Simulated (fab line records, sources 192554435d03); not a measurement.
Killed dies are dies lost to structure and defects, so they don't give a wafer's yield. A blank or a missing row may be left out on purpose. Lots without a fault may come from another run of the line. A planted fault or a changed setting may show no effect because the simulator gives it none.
fab line records | flow n5_finfet
record lots=10 wafers=30 last_day=19
route steps=1938 shown BEOL_M10@1503 PASSIVATION@1936
lots that met no fault: from a run of the same line without faults
start_h: hours from the record's first day to the start of the lot's first wafer shown | wait_h: hours since the lot's step before | " the same as in the row above | L1.1+2: a row that stands for several wafers | - no value, or no start given | * or withheld: withheld | < > ~ a bound
route shown NAME@n: a module of which the file shows steps, and the number in the route of the first | usual: mean/standard deviation of fault-free wafers | same: alike in all rows | chamber/n: place in a boat | sites: the reading at each site | _std_site: their standard deviation | _edge_site: outer sites' mean less inner sites' | radius_mm: how far each site lies from the wafer's centre | mask NAME#n: copy n | behind: the tool/chamber that last shaped the wafer | hold: why the lot was held/for how many hours/how that ended | device: the transistor (n, p or np) that didn't switch | end of line: the same wafers' tests at the end of the route | a step without rows: its recipe alone | killed: dies lost to structure and defects at the first sort, not the wafer's yield | map: a wafer's dies, x killed, . not, _ none there
set.NAME: the setting as run; set.NAME@STEP: as run at that earlier step | model.NAME: the simulator's own value behind a step, which no gauge read
steps of the route over a sample of lots; a table a step, a row a wafer
services: from which hour (start_h, from the record's first day; less than 0 if before it) a tool's chamber was out of use, for how many hours, and why
## steps
# step N5_BEOL_M10_OVL_MEAS_29
# recipe points_per_wafer=44
# usual V9_OVL=-0.3/0.68
# columns lot.wafer tool chamber start_h wait_h V9_OVL[nm]
L600.2 overlay-02 0 290.41 0.0 0.4
L600.4 " 0 " " 0.7
L600.6 " 0 " " -0.5
L603.1 overlay-02 0 311.73 0.0 -0.8
L603.3 " 0 " " -0.8
L603.4 " 0 " " -0.7
L607.3 overlay-01 0 331.74 0.0 0.3
L607.5 " 0 " " -0.2
L607.6 " 0 " " 0.2
L609.3 overlay-01 0 334.59 0.0 -0.1
L609.5 " 0 " " -0.4
L609.6 " 0 " " 0.0
L611.2 overlay-02 0 345.94 0.0 -0.8
L611.3 " 0 " " -0.4
L611.6 " 0 " " 0.0
L613.3 overlay-01 0 360.16 0.0 0.1
L613.5 " 0 " " 0.2
L613.6 " 0 " " 0.3
L614.2 overlay-01 0 371.01 0.0 -0.5
L614.4 " 0 " " -0.2
L614.5 " 0 " " -0.7
L615.2 overlay-02 0 371.37 0.0 -0.4
L615.4 " 0 " " -0.4
L615.5 " 0 " " -1.0
L616.1 overlay-02 0 374.52 0.0 -1.7
L616.3 " 0 " " -1.0
L616.4 " 0 " " -1.1
L622.1 overlay-01 0 407.57 0.0 -1.7
L622.2 " 0 " " -1.2
L622.6 " 0 " " -0.6
# step N5_BEOL_M10_TRENCH_ETCH_37
# recipe chemistry=C4F6/O2 target_depth_a=1488.3 target=SiCOH_lowk time_s=48 ion_energy_ev=250 pressure_mtorr=30 source_w=345 bias_w=185 Ar_flow_sccm=300 C4F6_flow_sccm=10 O2_flow_sccm=10
# usual drypump_motor_current_A=5.8/0.42 oes_ar_750_au=0.81/0.099 oes_product_au=0.81/0.1 rf_vpp_V=666/5.7 showerhead_plenum_p_Torr=2.85/0.058 throttle_valve_pct=20.81/0.22
# columns lot.wafer tool chamber start_h wait_h drypump_motor_current_A oes_ar_750_au oes_product_au rf_hours_counter_h rf_vpp_V showerhead_plenum_p_Torr throttle_valve_pct
L600.2 rie_diel-04 3 - - 5.4 0.99 0.99 1 655 2.92 20.84
L600.4 " 1 " " 5.4 0.68 0.68 250 672 2.92 20.95
L600.6 " 0 " " 6.0 0.92 0.93 - 665 2.80 20.50
L603.1 rie_diel-04 2 - - 6.2 0.71 0.70 234 666 2.80 20.96
L603.3 " 3 " " 5.3 0.94 0.94 10 655 2.92 20.84
L603.4 " 3 " " 5.4 0.94 0.94 - 653 2.92 20.83
L607.3 rie_diel-04 0 - - 6.0 0.88 0.89 23 665 2.79 20.54
L607.5 " 1 " " 5.4 0.95 0.95 - 673 2.92 20.57
L607.6 " 0 " " 6.0 0.88 0.89 - 665 2.79 20.53
L609.3 rie_diel-04 3 - - 5.3 0.93 0.92 17 655 2.92 20.85
L609.5 " 3 " " 5.3 0.93 0.92 - 654 2.92 20.86
L609.6 " 0 " " 6.0 0.87 0.88 - 664 2.79 20.54
L611.2 rie_diel-02 1 - - 5.7 0.69 0.68 241 672 2.82 21.17
L611.3 " 2 " " 4.9 0.69 0.68 229 673 2.81 21.28
L611.6 " 3 " " 5.8 0.89 0.90 - 668 2.89 20.75
L613.3 rie_diel-05 1 - - 6.3 0.78 0.78 105 669 2.75 20.70
L613.5 " 0 " " 6.1 0.70 0.70 - 663 2.83 21.07
L613.6 " 3 " " 5.4 0.70 0.69 - 664 2.92 20.94
L614.2 rie_diel-04 0 - - 6.0 0.86 0.86 39 665 2.78 20.55
L614.4 " 1 " " 5.4 0.90 0.90 - 672 2.91 20.60
L614.5 " 0 " " 6.0 0.85 0.86 - 665 2.78 20.55
L615.2 rie_diel-05 0 - - 6.1 0.69 0.69 202 661 2.83 21.05
L615.4 " 1 " " 6.3 0.78 0.78 108 670 2.75 20.70
L615.5 " 3 " " 5.5 0.70 0.68 - 666 2.92 20.95
L616.1 rie_diel-05 0 - - 6.1 0.69 0.69 203 662 2.83 21.09
L616.3 " 1 " " 6.3 0.77 0.77 109 669 2.75 20.70
L616.4 " 2 " " 5.7 0.95 0.96 7 664 2.81 20.50
L622.1 rie_diel-04 3 - - 5.3 0.87 0.88 43 655 2.90 20.89
L622.2 " 2 " " 6.2 0.94 0.94 12 664 2.79 20.65
L622.6 " 2 " " 6.3 0.94 0.96 - 667 2.79 20.65
# step N5_BEOL_M10_STRIP_77
# recipe chemistry=N2/H2 time_s=10 power_w=450 temp_c=40 pressure_mtorr=20 rf_frequency_hz=6e+07 bias_power_w=7 n2_flow_sccm=200 h2_flow_sccm=200
# usual bias_power_w=7.003/0.021 drypump_motor_current_A=5.8/0.42 oes_product_au=0.82/0.1 rf_vpp_V=59.2/0.84 showerhead_plenum_p_Torr=2.54/0.053 throttle_valve_pct=23.52/0.23
# columns lot.wafer tool chamber start_h wait_h bias_power_w drypump_motor_current_A oes_product_au rf_hours_counter_h rf_vpp_V showerhead_plenum_p_Torr throttle_valve_pct
L600.2 rie_diel-04 3 - - 6.977 5.3 0.98 1 60.3 2.60 23.61
L600.4 " 1 " " 7.004 5.3 0.68 250 59.7 2.61 23.64
L600.6 " 0 " " 7.040 6.0 0.94 - 58.5 2.50 23.32
L603.1 rie_diel-04 2 - - 7.004 6.3 0.71 234 60.7 2.50 23.55
L603.3 " 3 " " 6.973 5.4 0.95 10 58.6 2.60 23.65
L603.4 " 3 " " 7.004 5.4 0.95 - 59.1 2.60 23.64
L607.3 rie_diel-04 0 - - 6.991 6.0 0.89 24 59.1 2.49 23.35
L607.5 " 1 " " 6.981 5.3 0.94 - 58.1 2.60 23.27
L607.6 " 0 " " 6.994 6.0 0.89 - 59.1 2.49 23.32
L609.3 rie_diel-04 3 - - 7.022 5.3 0.92 17 59.2 2.59 23.66
L609.5 " 3 " " 6.979 5.3 0.93 - 58.4 2.59 23.65
L609.6 " 0 " " 7.037 6.0 0.89 - 59.2 2.49 23.34
L611.2 rie_diel-02 1 - - 6.989 5.7 0.68 241 58.6 2.51 23.81
L611.3 " 2 " " 7.016 4.9 0.69 229 60.3 2.50 24.08
L611.6 " 3 " " 6.962 5.8 0.91 - 59.9 2.59 23.63
L613.3 rie_diel-05 1 - - 7.017 6.3 0.78 105 58.7 2.45 23.19
L613.5 " 0 " " 6.989 6.1 0.69 - 57.7 2.52 23.72
L613.6 " 3 " " 7.004 5.5 0.69 - 59.0 2.61 23.56
L614.2 rie_diel-04 0 - - 6.996 6.0 0.87 39 59.3 2.48 23.36
L614.4 " 1 " " 6.978 5.3 0.90 - 61.0 2.60 23.31
L614.5 " 0 " " 6.988 6.0 0.86 - 59.4 2.48 23.36
L615.2 rie_diel-05 0 - - 7.008 6.1 0.69 202 59.3 2.51 23.72
L615.4 " 1 " " 7.013 6.3 0.80 108 58.8 2.45 23.20
L615.5 " 3 " " 7.010 5.5 0.69 - 58.4 2.61 23.58
L616.1 rie_diel-05 0 - - 7.064 6.1 0.69 203 58.8 2.51 23.72
L616.3 " 1 " " 6.958 6.3 0.78 109 58.9 2.45 23.20
L616.4 " 2 " " 7.013 5.7 0.96 7 60.1 2.49 23.10
L622.1 rie_diel-04 3 - - 6.968 5.3 0.87 43 60.0 2.58 23.67
L622.2 " 2 " " 6.979 6.3 0.95 12 58.0 2.49 23.28
L622.6 " 2 " " 7.004 6.2 0.95 - 57.2 2.49 23.29
# step N5_BEOL_M10_ALD_74
# recipe material=TaN target_thk_a=20 temp_c=275 ald_precursor_family=PDMAT ald_co_reactant=NH3 pressure_torr=3 carrier_flow_sccm=1500 pulse_time_s=2 purge_time_s=3 co_reactant_purge_time_s=2 co_reactant_pulse_time_s=3 ald_cycles=40 precursor_vessel_temp_c=75 precursor_vessel_pressure_torr=26.25 precursor_vessel_carrier_sccm=1000
# usual ald_cycles=40/0 heater_power_w=417/31 mfc_carrier_sccm=1500/4.5
# columns lot.wafer tool chamber start_h wait_h ald_cycles heater_power_w mfc_carrier_sccm
L600.2 ald_metal-01 2 292.06 0.1 40 385 1499
L600.4 " 1 " " 40 383 1500
L600.6 " 1 " " 40 400 1496
L603.1 ald_metal-02 0 313.52 0.0 40 427 1496
L603.3 " 2 " " 40 425 1503
L603.4 " 1 " " 40 444 1510
L607.3 ald_metal-01 1 333.09 0.1 40 396 1499
L607.5 " 2 " " 40 394 1496
L607.6 " 1 " " 40 391 1501
L609.3 ald_metal-02 1 336.01 0.0 40 431 1493
L609.5 " 0 " " 40 432 1498
L609.6 " 1 " " 40 428 1502
L611.2 ald_metal-02 2 347.25 0.0 35 407 1498
L611.3 " 0 " " 40 439 1508
L611.6 " 3 " " 40 466 1506
L613.3 ald_metal-03 2 363.16 0.1 40 407 1506
L613.5 " 0 " " 40 397 1501
L613.6 " 1 " " 40 363 1497
L614.2 ald_metal-03 3 372.43 0.1 40 382 1497
L614.4 " 0 " " 40 410 1504
L614.5 " 0 " " 40 401 1506
L615.2 ald_metal-03 0 373.27 0.3 40 409 1504
L615.4 " 1 " " 40 355 1502
L615.5 " 2 " " 40 397 1496
L616.1 ald_metal-01 1 376.00 0.2 40 392 1496
L616.3 " 2 " " 40 384 1500
L616.4 " 0 " " 40 441 1496
L622.1 ald_metal-01 2 408.93 0.0 40 383 1496
L622.2 " 0 " " 40 456 1502
L622.6 " 1 " " 40 391 1505
# step N5_PASSIVATION_PROBE_49
# usual defect_limited_yield=90.8/1.7 killed_at_M0_to_M3=37/12 killed_at_M4_up=15/5.6 killed_at_contacts=13/6.9 killed_at_front_end=40/11 killed_at_other=4/3.2 killed_dies=109/20 killed_open=73/15 killed_short=35/8.3 sort_bin_5_function=5.4/1.1 sort_bin_6_memory=3.5/0.73 sort_n_pass=1071/20 sort_yield_pct=90.8/1.7
# same gross_dies=1180 killed_at_back_side=0 sort_bin_4_leakage[%]=0 sort_bin_8_speed[%]=0
# columns lot.wafer tool chamber start_h wait_h defect_limited_yield[%] killed_at_M0_to_M3 killed_at_M4_up killed_at_contacts killed_at_front_end killed_at_other killed_dies killed_open killed_short sort_bin_5_function[%] sort_bin_6_memory[%] sort_n_pass sort_yield_pct[%]
L609.3 prober-01 - 398.08 0.1 89.9 72 8 15 22 2 119 82 36 5.4 4.0 1061 89.9
L609.5 prober-01 - 398.18 0.2 87.5 74 17 12 45 0 148 104 43 7.6 4.7 1032 87.5
L609.6 prober-01 - 398.23 0.3 87.5 73 4 9 53 8 147 103 44 7.5 4.7 1033 87.5
L611.2 prober-02 - 403.14 0.1 93.3 16 10 10 42 1 79 46 33 3.8 2.6 1101 93.3
L611.3 prober-02 - 403.19 0.1 92.6 24 12 9 39 3 87 56 31 3.4 3.6 1093 92.6
L611.6 prober-02 - 403.34 0.3 90.9 31 20 17 33 6 107 79 27 5.7 3.1 1073 90.9
# killed by level:class
L609.3 BEOL_M2:geometric_particle:open=21 BEOL_M3:geometric_particle:open=17 MOL_CONTACT_COAG:geometric_particle:open=12 BEOL_M0_SAQP:geometric_particle:short=11 BEOL_M0_SAQP:geometric_particle:open=10 FIN_SAQP:geometric_particle:short=4 STI_FIN_REVEAL:geometric_particle:open=4 DUMMY_GATE:geometric_particle:open=4
L609.5 BEOL_M2:geometric_particle:open=21 BEOL_M3:geometric_particle:open=19 MOL_CONTACT_COAG:geometric_particle:open=11 STI_FIN_REVEAL:geometric_particle:open=10 BEOL_M0_SAQP:geometric_particle:open=9 BEOL_M0_SAQP:geometric_particle:short=9 BEOL_M4:geometric_particle:open=8 FIN_SAQP:geometric_particle:short=6
L609.6 BEOL_M2:geometric_particle:open=24 BEOL_M0_SAQP:geometric_particle:open=14 FIN_SAQP:geometric_particle:open=13 STI_FIN_REVEAL:geometric_particle:open=12 BEOL_M0_SAQP:geometric_particle:short=9 BEOL_M2:geometric_particle:short=9 MOL_CONTACT_COAG:geometric_particle:open=8 BEOL_M3:geometric_particle:open=7
L611.2 STI_FIN_REVEAL:geometric_particle:open=14 MOL_CONTACT_COAG:geometric_particle:open=8 GATE_CUT:geometric_particle:short=6 BEOL_M2:geometric_particle:open=4 FIN_SAQP:geometric_particle:short=3 FIN_SAQP:geometric_particle:open=3 DUMMY_GATE:geometric_particle:open=3 BEOL_M0_SAQP:geometric_particle:short=3
L611.3 STI_FIN_REVEAL:geometric_particle:open=12 MOL_CONTACT_COAG:geometric_particle:open=8 DUMMY_GATE:geometric_particle:open=5 BEOL_M0:geometric_particle:open=5 STI_FIN_REVEAL:geometric_particle:short=4 DUMMY_GATE:geometric_particle:short=4 BEOL_M0_SAQP:geometric_particle:open=4 BEOL_M3:geometric_particle:open=4
L611.6 STI_FIN_REVEAL:geometric_particle:open=17 MOL_CONTACT_COAG:geometric_particle:open=15 BEOL_M2:geometric_particle:open=13 BEOL_M4:geometric_particle:open=11 BEOL_M0_SAQP:geometric_particle:open=6 STI_FIN_REVEAL:geometric_particle:short=5 BEOL_M0_SAQP:geometric_particle:short=5 FIN_SAQP:geometric_particle:open=3
## services
# columns tool chamber start_h hours kind
rie_diel-04 3 271.32 - clean
rie_diel-04 3 271.32 - consumable_replace:focus_ring
rie_diel-04 3 271.32 13.8 scheduled_down
rie_diel-04 3 271.32 13.8 vent_cycle
rie_diel-04 - 278.67 4.3 pm
rie_diel-04 1 290.93 - clean
rie_diel-04 1 290.93 - consumable_replace:focus_ring
rie_diel-04 1 290.93 23.5 scheduled_down
rie_diel-04 1 290.93 23.5 vent_cycle
ald_metal-02 - 301.82 2.9 repair
rie_diel-05 1 302.74 4.3 repair
rie_diel-02 2 303.28 3.9 repair
rie_diel-05 2 328.20 - clean
ald_metal-03 - 328.65 2.8 pm
ald_metal-01 - 335.40 2.4 repair
ald_metal-03 - 337.25 14.0 pm
rie_diel-04 2 360.94 - clean
rie_diel-04 2 360.94 - consumable_replace:focus_ring
rie_diel-04 2 360.94 16.2 scheduled_down
rie_diel-04 2 360.94 16.2 vent_cycle
rie_diel-02 2 364.20 19.8 repair
rie_diel-02 1 387.70 4.1 repair
rie_diel-04 3 393.95 5.8 repair
rie_diel-04 0 402.36 3.0 repair
## key
first_sign step=N5_BEOL_M10_ALD_74 reading=ald_cycles direction=down sigmas=99+ usual=* struck=*
effect none on later readings
met_at N5_BEOL_M10_ALD_74
struck_lots L611
struck_wafers L611.2
not_acting_at N5_BEOL_M10_OVL_MEAS_29,N5_BEOL_M10_TRENCH_ETCH_37,N5_BEOL_M10_STRIP_77
onset_between 336.01 347.25
fault kind=process_parameter_drift tool=ald_metal-02 chamber=- onset_h=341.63 steps=N5_BEOL_M10_ALD_74 channel=ald_cycles offset=* shape=step end_h=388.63 scope=struck_wafers_only acts_in=* stated=*
